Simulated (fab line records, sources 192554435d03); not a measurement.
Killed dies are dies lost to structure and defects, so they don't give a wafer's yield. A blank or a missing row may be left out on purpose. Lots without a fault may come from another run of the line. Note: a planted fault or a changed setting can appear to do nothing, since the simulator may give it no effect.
Chamber matching / flow n5-finfet / N5_STI_FIN_REVEAL_ALD_14 on ald-sin-02 has 4 sister chambers
The step deposits Si3N4, target thk 3 nm. 8 wafers are shown with their chamber, then 10 later ones without.

== EACH WAFER AND ITS CHAMBER ==
wafer=L078.3; chamber=1; heater-power-w (W)=938; heater-power-outer-w (W)=604
wafer=L084.5; chamber=2; heater-power-w (W)=985; heater-power-outer-w (W)=600
wafer=L084.6; chamber=1; heater-power-w (W)=934; heater-power-outer-w (W)=599
wafer=L087.2; chamber=3; heater-power-w (W)=941; heater-power-outer-w (W)=639
wafer=L087.5; chamber=2; heater-power-w (W)=939; heater-power-outer-w (W)=616
wafer=L087.6; chamber=3; heater-power-w (W)=940; heater-power-outer-w (W)=625
wafer=L088.3; chamber=0; heater-power-w (W)=771; heater-power-outer-w (W)=500
wafer=L088.5; chamber=0; heater-power-w (W)=758; heater-power-outer-w (W)=488

== WAFERS WITHOUT THEIR CHAMBER ==
wafer=L088.6; heater-power-w (W)=933; heater-power-outer-w (W)=631
wafer=L089.1; heater-power-w (W)=988; heater-power-outer-w (W)=626
wafer=L089.3; heater-power-w (W)=944; heater-power-outer-w (W)=586
wafer=L089.6; heater-power-w (W)=933; heater-power-outer-w (W)=589
wafer=L094.1; heater-power-w (W)=954; heater-power-outer-w (W)=606
wafer=L094.2; heater-power-w (W)=786; heater-power-outer-w (W)=499
wafer=L094.5; heater-power-w (W)=800; heater-power-outer-w (W)=496
wafer=L095.1; heater-power-w (W)=954; heater-power-outer-w (W)=608
wafer=L095.4; heater-power-w (W)=967; heater-power-outer-w (W)=636
wafer=L095.6; heater-power-w (W)=918; heater-power-outer-w (W)=626

== THE CHAMBER EACH PASSED THROUGH ==
wafer=L088.6; from the rows above=3; in truth=3
wafer=L089.1; from the rows above=can't be placed: 2 or 3 or 1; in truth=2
wafer=L089.3; from the rows above=can't be placed: 1 or 2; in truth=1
wafer=L089.6; from the rows above=can't be placed: 1 or 2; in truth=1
wafer=L094.1; from the rows above=can't be placed: 2 or 1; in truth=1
wafer=L094.2; from the rows above=0; in truth=0
wafer=L094.5; from the rows above=0; in truth=0
wafer=L095.1; from the rows above=can't be placed: 2 or 1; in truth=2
wafer=L095.4; from the rows above=can't be placed: 3 or 2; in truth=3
wafer=L095.6; from the rows above=can't be placed: 3 or 1 or 2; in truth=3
Placed correctly: 3 of 10. These rows do not allow placing 7 (true chamber among the candidates in 7). Number placed wrongly: 0.
How it was worked out, from the rows above alone: a wafer's distance from a chamber is the root of the sum, over the readings, of the square of ((its reading less the chamber's mean) divided by the reading's scatter). The wafer belongs to the nearest chamber; if the next one is less than 2 further off, it can't be placed. Each chamber's mean is taken over the wafers shown for it. The scatter is the square root of a quotient: the sum, over the shown wafers, of each reading's squared deviation from its chamber's mean, divided by wafers minus chambers.
